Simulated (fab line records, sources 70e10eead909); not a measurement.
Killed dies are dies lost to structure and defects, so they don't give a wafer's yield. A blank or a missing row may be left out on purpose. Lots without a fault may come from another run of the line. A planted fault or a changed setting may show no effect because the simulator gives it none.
Problem report in the 8D (eight disciplines) form, filled by code | flow nand_harc | the parts of the form that need people (team, actions taken, sign-off) are left out

1. THE PROBLEM
run_length_s at NHARC_A_WL_FILL_ETCHBACK_17 reads a mean of 38.4 s on 3 wafers of 2 lots; wafers without a fault read 48.0 s with a standard deviation of 0.48. That is -20 standard deviations from the usual mean.
The step: etches the open film in Cl2/BCl3, target depth 4 nm, time 26.7 s.
First seen on wafer L988.2, day 29 21:30, on rie_metal-03. The record holds 42 wafers of 14 lots with a number at this step. Rule for "out", or "out of limits": more than 4 standard deviations from the usual mean. The other wafers with a number count as sound.

2. WHAT IT IS AND WHAT IT IS NOT
question                    | is                     | is not
which readings at this step | run_length_s           | drypump_motor_current_A
which lots                  | L988, L989             | L968, L969, L970, L971, L972, L973, L974, L975, L976, L977, L980, L990
which wafers of those lots  | L988.2, L988.4, L989.2 | L988.3, L989.1, L989.5
read on which tools         | rie_metal-03           | rie_metal-01, rie_metal-02
when                        | from day 29 21:30      | up to then (34 sound wafers); but 5 sound wafers of L989, L990 came after

3. SUSPECTS, AND WHAT RULES EACH OUT
Counting: a tool at a process step up to the reading stays a suspect if it ran every lot that is out. Sound lots after the first of them don't rule it out here, since some wafers of a struck lot are sound.
- rie_metal-03 at NHARC_A_WL_FILL_ETCHBACK_17 (etches the open film in Cl2/BCl3, target depth 4 nm, time 26.7 s): kept. It ran every lot that is out, first L988 (day 29 21:30); its last sound lot up to then is L980 (day 25 00:43). Its own readings are out on those wafers: run_length_s.
Left after counting: rie_metal-03 at NHARC_A_WL_FILL_ETCHBACK_17.

4. THE CAUSE (what the simulator had put in)
Process parameter drift: rie_metal-03, from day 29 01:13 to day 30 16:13, at NHARC_A_WL_FILL_ETCHBACK_17. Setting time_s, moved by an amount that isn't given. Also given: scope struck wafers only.
Counting left only this tool.

5. THE CHAIN OF EFFECTS, in route order
Each row: a reading whose mean over the struck wafers that have a number lies more than 3 standard deviations from the usual. Only readings for which the record gives a usual standard deviation are gone through. hours: the time from each lot's start at the first step in this table that gives one to its start at this step, as a median over the lots. sigmas: the change in usual standard deviations.
hours | step                        | reading      | usual  | on struck wafers | change | sigmas
0     | NHARC_A_WL_FILL_ETCHBACK_17 | run_length_s | 48.0 s | 38.4             | -9.6   | -20
The process steps in it:
- NHARC_A_WL_FILL_ETCHBACK_17: etches the open film in Cl2/BCl3, target depth 4 nm, time 26.7 s.

6. WHAT WOULD HAVE CAUGHT IT SOONER
In this record the first reading out of limits was taken at day 29 21:30, 20 hours after the fault began at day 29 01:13.
